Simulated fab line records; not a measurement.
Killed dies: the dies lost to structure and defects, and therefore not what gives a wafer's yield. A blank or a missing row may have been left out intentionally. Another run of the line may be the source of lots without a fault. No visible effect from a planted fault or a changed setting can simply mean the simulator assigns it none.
fab line records / flow n5_finfet
record lots=4 wafers=12 last_day=15
route steps=1938 shown BEOL_M5@1188 BEOL_M6@1194
lots that met no fault: taken from a fault-free run of the same line
start_h: start of the lot's first displayed wafer, in hours after the record's first day / wait_h: hours since the lot's step before / " the same as in the row above / L1.1+2: several wafers, shown together as one row / - value missing, or start not given / * or withheld: withheld / < > ~ a bound
route shown NAME@n: a module of which the file shows steps, and the number in the route of the first / usual: average and standard deviation across the fault-free wafers / same: alike in all rows / chamber/n: place in a boat / sites: each site's reading / _std_site: the values' standard deviation / _edge_site: the outer-site mean with the inner-site mean subtracted / radius_mm: for every site, how far away it sits from the centre of the wafer / mask NAME#n: copy n / behind: the tool/chamber that last shaped the wafer / hold: the reason the lot was held/the length of the hold in hours/how it ended / device: whichever transistor did not switch (one of n, p or np) / end of line: tests of these same wafers at the route's end / a step with no rows: only its recipe / killed: not the wafer's yield, but the dies lost to structure and defects at the first sort / map: a wafer's dies, marking killed ones x, the rest . and places with no die _
set.NAME: the setting the step ran with; set.NAME@STEP: the setting that earlier step ran with / model.NAME: the simulator's own value behind a step, which no gauge read
lots at selected steps of the route; one table per step, one row per wafer
services: from which hour (start_h, from the record's first day; less than 0 if before it) a tool's chamber was out of use, for how many hours, and why
## steps
# step N5_BEOL_M5_PRE_CLEAN_77
# recipe gas=NH3/H2 time_s=15 temp_c=* rf_power_w=300
# step N5_BEOL_M5_CO_CAP_78
# recipe material=Co target_thk_a=20 temp_c=200 precursor=CCTBA/H2 pressure_torr=30 time_s=102.1
# step N5_BEOL_M5_PRE_CLEAN_55
# recipe gas=NH3 time_s=15 temp_c=withheld rf_power_w=300
# step N5_BEOL_M5_DEP_56
# recipe material=SiCN target_thk_a=80 temp_c=withheld precursor=3MS/NH3 pressure_torr=3 rf_w=202 time_s=14
# step N5_BEOL_M6_ILD_DEP_00
# recipe material=SiCOH_lowk target_thk_a=1797.5 temp_c=300 precursor=DEMS/porogen pressure_torr=5 rf_w=500 time_s=33.4
# step N5_BEOL_M6_CURE_74
# recipe temp_c=385 time_s=240 ambient=He/Ar material=SiCOH_lowk
# step N5_BEOL_M6_PECVD_70
# recipe material=SiO2 target_thk_a=200 temp_c=400 precursor=TEOS/O2 pressure_torr=5.5 rf_w=450 teos_flow_sccm=53.8 gas=O2 flow_sccm=3000 time_s=22.7
# step N5_BEOL_M6_HM_DEP_02
# recipe material=TiN target_thk_a=200 temp_c=25 chamber_pressure_pa=0.49996
# step N5_BEOL_M6_COAT_59
# recipe resist=SOC temp_c=250 time_s=60 spin_rpm=1500 resist_thk_nm=100
# usual plate_temp_C=249.95/0.17 spin_speed_rpm=1499.8/1.1
lot.wafer=L828.1 tool=litho_track-02 chamber=0 start_h=179.35 wait_h=0.1 plate_temp_C=249.97 spin_speed_rpm=1502.6 model.SOC_of_BEOL_M6_COAT_59.thk_nm=100.4
lot.wafer=L828.5 tool=litho_track-02 chamber=0 start_h=179.35 wait_h=0.1 plate_temp_C=249.75 spin_speed_rpm=1500.8 model.SOC_of_BEOL_M6_COAT_59.thk_nm=100
lot.wafer=L828.6 tool=litho_track-02 chamber=0 start_h=179.35 wait_h=0.1 plate_temp_C=250.04 spin_speed_rpm=1501.5 model.SOC_of_BEOL_M6_COAT_59.thk_nm=100.2
lot.wafer=L839.1 tool=litho_track-02 chamber=0 start_h=251.51 wait_h=0.1 plate_temp_C=249.92 spin_speed_rpm=1572.5 model.SOC_of_BEOL_M6_COAT_59.thk_nm=98.4
lot.wafer=L839.2 tool=litho_track-02 chamber=0 start_h=251.51 wait_h=0.1 plate_temp_C=250.15 spin_speed_rpm=1571.1 model.SOC_of_BEOL_M6_COAT_59.thk_nm=98.2
lot.wafer=L839.4 tool=litho_track-02 chamber=0 start_h=251.51 wait_h=0.1 plate_temp_C=250.10 spin_speed_rpm=1570.7 model.SOC_of_BEOL_M6_COAT_59.thk_nm=98
lot.wafer=L838.3 tool=litho_track-02 chamber=0 start_h=260.76 wait_h=0.1 plate_temp_C=249.84 spin_speed_rpm=1570.1 model.SOC_of_BEOL_M6_COAT_59.thk_nm=97.8
lot.wafer=L838.4 tool=litho_track-02 chamber=0 start_h=260.76 wait_h=0.1 plate_temp_C=249.81 spin_speed_rpm=1571.2 model.SOC_of_BEOL_M6_COAT_59.thk_nm=97.6
lot.wafer=L838.5 tool=litho_track-02 chamber=0 start_h=260.76 wait_h=0.1 plate_temp_C=250.10 spin_speed_rpm=1571.7 model.SOC_of_BEOL_M6_COAT_59.thk_nm=97.6
lot.wafer=L841.4 tool=litho_track-05 chamber=0 start_h=274.64 wait_h=0.1 plate_temp_C=250.03 spin_speed_rpm=1500.2 model.SOC_of_BEOL_M6_COAT_59.thk_nm=100.2
lot.wafer=L841.5 tool=litho_track-05 chamber=0 start_h=274.64 wait_h=0.1 plate_temp_C=250.22 spin_speed_rpm=1500.4 model.SOC_of_BEOL_M6_COAT_59.thk_nm=100.2
lot.wafer=L841.6 tool=litho_track-05 chamber=0 start_h=274.64 wait_h=0.1 plate_temp_C=250.08 spin_speed_rpm=1499.4 model.SOC_of_BEOL_M6_COAT_59.thk_nm=100.2
# step N5_BEOL_M6_COAT_60
# recipe resist=SiARC temp_c=220 time_s=60 spin_rpm=1500 resist_thk_nm=35
# step N5_BEOL_M6_COAT_05
# recipe resist=CAR-ArF spin_rpm=1500 resist_thk_nm=90
# step N5_BEOL_M6_EBR_07
# recipe solvent=PGMEA ebr_width_mm=1.5
# step N5_BEOL_M6_SOFTBAKE_06
# recipe temp_c=110 time_s=60 resist=CAR-ArF
# step N5_BEOL_M6_EXPOSE_08
# recipe mask_id=M6 na=1.35 source_shape=dipole sigma_inner=0.817 sigma_outer=0.97 polarization=te dose_mj=68.25
# step N5_BEOL_M6_PEB_09
# recipe peb_temp_c=withheld peb_time_s=60 resist=CAR-ArF
# step N5_BEOL_M6_DEVELOP_10
# recipe develop_time_s=30 developer=TMAH resist=CAR-ArF rinse_liquid=diw dry=air_spin dev_temp_c=23
# step N5_BEOL_M6_DESCUM_16
# recipe chemistry=O2 time_s=7.9 source_power_w=50 bias_power_w=20 pressure_mtorr=20 rf_frequency_hz=2.712e+07 temp_c=40 resist=CAR-ArF o2_flow_sccm=225
# step N5_BEOL_M6_ETCH_61
# recipe chemistry=CF4 target=SiARC target_depth_a=455 mask_material=CAR-ArF time_s=75.8 ion_energy_ev=80 pressure_mtorr=40 source_w=545 bias_w=36 Ar_flow_sccm=100 cf4_flow_sccm=100 ends=cleared
# step N5_BEOL_M6_ETCH_62
# recipe chemistry=N2/H2 target=SOC target_depth_a=1100 overetch_a=220 mask_material=SiARC temp_c=40 time_s=165 ion_energy_ev=200 pressure_mtorr=30 source_w=840 bias_w=150 n2_flow_sccm=200 h2_flow_sccm=200
# usual chamber_pressure_mTorr=30.002/0.027 drypump_motor_current_A=5.8/0.38 h2_flow_sccm=200.0/0.57 oes_product_au=0.69/0.062 rf_vpp_V=525.3/2.2 showerhead_plenum_p_Torr=2.60/0.073 throttle_valve_pct=17.61/0.27
lot.wafer=L828.1 tool=rie_diel-04 chamber=0 start_h=180.06 wait_h=0.0 chamber_pressure_mTorr=30.018 drypump_motor_current_A=5.4 h2_flow_sccm=200.2 oes_product_au=0.73 rf_hours_counter_h=51 rf_vpp_V=525.1 showerhead_plenum_p_Torr=2.58 throttle_valve_pct=17.61 model.etch.depth_nm=100.4
lot.wafer=L828.5 tool=rie_diel-04 chamber=2 start_h=180.06 wait_h=0.0 chamber_pressure_mTorr=29.995 drypump_motor_current_A=5.9 h2_flow_sccm=200.4 oes_product_au=0.68 rf_hours_counter_h=- rf_vpp_V=523.5 showerhead_plenum_p_Torr=2.57 throttle_valve_pct=18.02 model.etch.depth_nm=100.1
lot.wafer=L828.6 tool=rie_diel-04 chamber=1 start_h=180.06 wait_h=0.0 chamber_pressure_mTorr=30.055 drypump_motor_current_A=6.0 h2_flow_sccm=200.2 oes_product_au=0.72 rf_hours_counter_h=- rf_vpp_V=524.3 showerhead_plenum_p_Torr=2.59 throttle_valve_pct=17.37 model.etch.depth_nm=100.2
lot.wafer=L839.1 tool=rie_diel-05 chamber=0 start_h=252.06 wait_h=0.0 chamber_pressure_mTorr=29.993 drypump_motor_current_A=5.1 h2_flow_sccm=199.2 oes_product_au=0.71 rf_hours_counter_h=46 rf_vpp_V=526.8 showerhead_plenum_p_Torr=2.70 throttle_valve_pct=17.89 model.etch.depth_nm=98.33
lot.wafer=L839.2 tool=rie_diel-05 chamber=3 start_h=252.06 wait_h=0.0 chamber_pressure_mTorr=29.929 drypump_motor_current_A=5.9 h2_flow_sccm=200.0 oes_product_au=0.81 rf_hours_counter_h=3 rf_vpp_V=521.7 showerhead_plenum_p_Torr=2.50 throttle_valve_pct=17.57 model.etch.depth_nm=98.17
lot.wafer=L839.4 tool=rie_diel-05 chamber=1 start_h=252.06 wait_h=0.0 chamber_pressure_mTorr=30.031 drypump_motor_current_A=5.6 h2_flow_sccm=200.4 oes_product_au=0.60 rf_hours_counter_h=167 rf_vpp_V=525.9 showerhead_plenum_p_Torr=2.65 throttle_valve_pct=17.63 model.etch.depth_nm=98.04
lot.wafer=L838.3 tool=rie_diel-05 chamber=3 start_h=261.71 wait_h=0.0 chamber_pressure_mTorr=30.003 drypump_motor_current_A=5.9 h2_flow_sccm=199.4 oes_product_au=0.79 rf_hours_counter_h=7 rf_vpp_V=522.1 showerhead_plenum_p_Torr=2.50 throttle_valve_pct=17.57 model.etch.depth_nm=97.86
lot.wafer=L838.4 tool=rie_diel-05 chamber=0 start_h=261.71 wait_h=0.0 chamber_pressure_mTorr=30.069 drypump_motor_current_A=5.1 h2_flow_sccm=198.9 oes_product_au=0.71 rf_hours_counter_h=49 rf_vpp_V=527.5 showerhead_plenum_p_Torr=2.70 throttle_valve_pct=17.89 model.etch.depth_nm=97.63
lot.wafer=L838.5 tool=rie_diel-05 chamber=1 start_h=261.71 wait_h=0.0 chamber_pressure_mTorr=29.975 drypump_motor_current_A=5.7 h2_flow_sccm=198.7 oes_product_au=0.59 rf_hours_counter_h=- rf_vpp_V=525.8 showerhead_plenum_p_Torr=2.64 throttle_valve_pct=17.65 model.etch.depth_nm=97.69
lot.wafer=L841.4 tool=rie_diel-05 chamber=2 start_h=275.19 wait_h=0.0 chamber_pressure_mTorr=29.964 drypump_motor_current_A=5.8 h2_flow_sccm=200.6 oes_product_au=0.71 rf_hours_counter_h=60 rf_vpp_V=524.4 showerhead_plenum_p_Torr=2.58 throttle_valve_pct=17.22 model.etch.depth_nm=100.2
lot.wafer=L841.5 tool=rie_diel-05 chamber=1 start_h=275.19 wait_h=0.0 chamber_pressure_mTorr=30.014 drypump_motor_current_A=5.7 h2_flow_sccm=200.6 oes_product_au=0.60 rf_hours_counter_h=- rf_vpp_V=526.2 showerhead_plenum_p_Torr=2.64 throttle_valve_pct=17.65 model.etch.depth_nm=100.2
lot.wafer=L841.6 tool=rie_diel-05 chamber=0 start_h=275.19 wait_h=0.0 chamber_pressure_mTorr=29.944 drypump_motor_current_A=5.1 h2_flow_sccm=200.0 oes_product_au=0.71 rf_hours_counter_h=- rf_vpp_V=527.0 showerhead_plenum_p_Torr=2.70 throttle_valve_pct=17.88 model.etch.depth_nm=100.1
# step N5_BEOL_M6_STRIP_68
# recipe chemistry=N2/H2 temp_c=40 n2_flow_sccm=200 h2_flow_sccm=200 rf_frequency_hz=6e+07
# step N5_BEOL_M6_STRIP_67
# recipe chemistry=CF4 resist=SiARC power_w=300 bias_power_w=75 pressure_mtorr=50 cf4_flow_sccm=150 rf_frequency_hz=6e+07
# step N5_BEOL_M6_HM_OPEN_17
# recipe chemistry=Cl2/BCl3 target_depth_a=200 overetch_a=60 target=TiN mask_material=SOC ion_energy_ev=150 pressure_mtorr=10 icp_w=1000 bias_w=126 Cl2_flow_sccm=53.25 bcl3_flow_sccm=21.75 Ar_flow_sccm=25
# usual chamber_pressure_mTorr=9.999/0.0086 drypump_motor_current_A=5.9/0.39 oes_product_au=0.62/0.071 throttle_valve_pct=22.38/0.19
lot.wafer=L828.1 tool=rie_metal-01 chamber=0 start_h=180.24 wait_h=0.0 chamber_pressure_mTorr=9.999 drypump_motor_current_A=5.0 oes_product_au=0.62 rf_hours_counter_h=54 throttle_valve_pct=22.16 model.SOC_of_BEOL_M6_COAT_59.thk_nm=92.4
lot.wafer=L828.5 tool=rie_metal-01 chamber=0 start_h=180.24 wait_h=0.0 chamber_pressure_mTorr=10.005 drypump_motor_current_A=5.0 oes_product_au=0.61 rf_hours_counter_h=- throttle_valve_pct=22.15 model.SOC_of_BEOL_M6_COAT_59.thk_nm=92
lot.wafer=L828.6 tool=rie_metal-01 chamber=1 start_h=180.24 wait_h=0.0 chamber_pressure_mTorr=9.989 drypump_motor_current_A=5.9 oes_product_au=0.60 rf_hours_counter_h=- throttle_valve_pct=22.19 model.SOC_of_BEOL_M6_COAT_59.thk_nm=92.2
lot.wafer=L839.1 tool=rie_metal-01 chamber=0 start_h=252.25 wait_h=0.0 chamber_pressure_mTorr=10.002 drypump_motor_current_A=5.0 oes_product_au=0.60 rf_hours_counter_h=61 throttle_valve_pct=22.17 model.SOC_of_BEOL_M6_COAT_59.thk_nm=90.4
lot.wafer=L839.2 tool=rie_metal-01 chamber=1 start_h=252.25 wait_h=0.0 chamber_pressure_mTorr=10.007 drypump_motor_current_A=5.9 oes_product_au=0.58 rf_hours_counter_h=82 throttle_valve_pct=22.23 model.SOC_of_BEOL_M6_COAT_59.thk_nm=90.2
lot.wafer=L839.4 tool=rie_metal-01 chamber=1 start_h=252.25 wait_h=0.0 chamber_pressure_mTorr=9.988 drypump_motor_current_A=5.9 oes_product_au=0.58 rf_hours_counter_h=- throttle_valve_pct=22.21 model.SOC_of_BEOL_M6_COAT_59.thk_nm=90.2
lot.wafer=L838.3 tool=rie_metal-03 chamber=0 start_h=261.93 wait_h=0.1 chamber_pressure_mTorr=9.998 drypump_motor_current_A=6.1 oes_product_au=0.65 rf_hours_counter_h=- throttle_valve_pct=22.50 model.SOC_of_BEOL_M6_COAT_59.thk_nm=90
lot.wafer=L838.4 tool=rie_metal-03 chamber=1 start_h=261.93 wait_h=0.1 chamber_pressure_mTorr=10.006 drypump_motor_current_A=6.0 oes_product_au=0.74 rf_hours_counter_h=- throttle_valve_pct=22.32 model.SOC_of_BEOL_M6_COAT_59.thk_nm=89.6
lot.wafer=L838.5 tool=rie_metal-03 chamber=1 start_h=261.93 wait_h=0.1 chamber_pressure_mTorr=9.988 drypump_motor_current_A=6.0 oes_product_au=0.74 rf_hours_counter_h=- throttle_valve_pct=22.32 model.SOC_of_BEOL_M6_COAT_59.thk_nm=89.6
lot.wafer=L841.4 tool=rie_metal-02 chamber=1 start_h=275.41 wait_h=0.1 chamber_pressure_mTorr=9.988 drypump_motor_current_A=6.3 oes_product_au=0.55 rf_hours_counter_h=- throttle_valve_pct=22.72 model.SOC_of_BEOL_M6_COAT_59.thk_nm=92.4
lot.wafer=L841.5 tool=rie_metal-02 chamber=1 start_h=275.41 wait_h=0.1 chamber_pressure_mTorr=9.991 drypump_motor_current_A=6.4 oes_product_au=0.55 rf_hours_counter_h=- throttle_valve_pct=22.70 model.SOC_of_BEOL_M6_COAT_59.thk_nm=92.4
lot.wafer=L841.6 tool=rie_metal-02 chamber=0 start_h=275.41 wait_h=0.1 chamber_pressure_mTorr=9.996 drypump_motor_current_A=6.0 oes_product_au=0.55 rf_hours_counter_h=- throttle_valve_pct=22.33 model.SOC_of_BEOL_M6_COAT_59.thk_nm=92.2
# step N5_BEOL_M6_STRIP_19
# recipe chemistry=O2 power_w=400 temp_c=40 pressure_mtorr=30 rf_frequency_hz=6e+07 bias_power_w=0 overash_fraction=0.2 o2_flow_sccm=225
## services
tool=rie_metal-01 chamber=1 start_h=161.67 hours=9.4 kind=repair
tool=rie_diel-05 chamber=3 start_h=204.47 hours=- kind=clean
tool=rie_diel-05 chamber=3 start_h=204.47 hours=- kind=consumable_replace:focus_ring
tool=rie_diel-05 chamber=3 start_h=204.47 hours=40.2 kind=scheduled_down
tool=rie_diel-05 chamber=3 start_h=204.47 hours=40.2 kind=vent_cycle
tool=rie_metal-01 chamber=- start_h=224.32 hours=1.4 kind=pm
tool=litho_track-02 chamber=- start_h=226.17 hours=- kind=consumable_replace:filter
tool=rie_metal-03 chamber=0 start_h=265.79 hours=4.4 kind=repair
## key
first_sign step=N5_BEOL_M6_COAT_59 reading=spin_speed_rpm direction=up sigmas=64 usual=* struck=*
effect none on later readings
model_effect step=N5_BEOL_M6_COAT_59 value=SOC_of_BEOL_M6_COAT_59.thk_nm without=100.3 struck=97.93
model_effect step=N5_BEOL_M6_ETCH_62 value=etch.depth_nm without=100.2 struck=97.95
model_effect step=N5_BEOL_M6_HM_OPEN_17 value=SOC_of_BEOL_M6_COAT_59.thk_nm without=92.27 struck=90
met_at N5_BEOL_M6_COAT_59
struck_wafers L838.3,L838.4,L838.5,L839.1,L839.2,L839.4
onset_between 179.35 251.51
fault kind=process_parameter_drift tool=litho_track-02 chamber=- onset_h=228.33 steps=N5_BEOL_M6_COAT_59 channel=spin_rpm offset=* shape=step end_h=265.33 acts_in=* stated=*
